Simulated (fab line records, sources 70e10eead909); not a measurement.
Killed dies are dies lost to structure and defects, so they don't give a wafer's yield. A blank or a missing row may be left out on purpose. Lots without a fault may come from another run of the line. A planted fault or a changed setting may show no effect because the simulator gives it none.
Chamber matching | flow nand_harc | NHARC_A_CONTACT_ETCH_91 on rie_diel-06: 4 sister chambers
The step etches the open film in CH3F/O2, target depth 40 nm, time 85.7 s. 14 wafers are shown with their chamber, then 7 later ones without.

WAFERS WITH THEIR CHAMBER
wafer  | chamber | showerhead_plenum_p_Torr (Torr) | drypump_motor_current_A (A) | rf_vpp_V (V)
L435.1 | 3       | 2.42                            | 5.8                         | 243.5
L435.4 | 1       | 2.39                            | 4.9                         | 242.1
L435.6 | 0       | 2.34                            | 6.1                         | 243.1
L431.4 | 0       | 2.34                            | 6.1                         | 243.1
L431.5 | 1       | 2.39                            | 4.8                         | 244.1
L431.6 | 3       | 2.42                            | 5.9                         | 244.2
L437.1 | 3       | 2.42                            | 5.9                         | 244.5
L437.2 | 1       | 2.39                            | 4.9                         | 243.4
L437.6 | 3       | 2.42                            | 5.9                         | 243.1
L438.1 | 2       | 2.36                            | 5.8                         | 242.7
L438.5 | 2       | 2.36                            | 5.9                         | 242.3
L438.6 | 1       | 2.39                            | 4.8                         | 243.4
L446.1 | 3       | 2.42                            | 5.9                         | 245.0
L446.2 | 0       | 2.33                            | 6.1                         | 244.1

SIGNATURES (means of the wafers above)
reading                  | chamber 0 | chamber 1 | chamber 2 | chamber 3 | scatter within a chamber
showerhead_plenum_p_Torr | 2.3367    | 2.3900    | 2.3600    | 2.4200    | 0.00258
drypump_motor_current_A  | 6.100     | 4.850     | 5.850     | 5.880     | 0.048
rf_vpp_V                 | 243.433   | 243.250   | 242.500   | 244.060   | 0.719
Rule: a wafer's distance from a chamber is the root of the sum, over the readings, of the square of ((its reading less the chamber's mean) divided by the reading's scatter). The wafer belongs to the nearest chamber; if the next one is less than 2 further off, it can't be placed. The scatter: the root of (the sum of the squares of (reading less its chamber's mean) over the shown wafers, divided by (wafers less chambers)).

WAFERS WITHOUT THEIR CHAMBER
wafer  | showerhead_plenum_p_Torr (Torr) | drypump_motor_current_A (A) | rf_vpp_V (V)
L446.5 | 2.35                            | 5.8                         | 242.8
L449.3 | 2.41                            | 5.9                         | 244.3
L449.5 | 2.41                            | 5.9                         | 243.5
L449.6 | 2.33                            | 6.1                         | 243.0
L451.3 | 2.41                            | 5.9                         | 243.5
L451.4 | 2.33                            | 6.1                         | 242.1
L451.5 | 2.38                            | 4.9                         | 242.4

WHICH CHAMBER EACH WENT THROUGH
wafer  | from the rows above | in truth
L446.5 | 2                   | 2
L449.3 | 3                   | 3
L449.5 | 3                   | 3
L449.6 | 0                   | 0
L451.3 | 3                   | 3
L451.4 | 0                   | 0
L451.5 | 1                   | 1
Placed correctly: 7 of 7. Can't be placed from these rows: 0. Placed wrongly: 0.
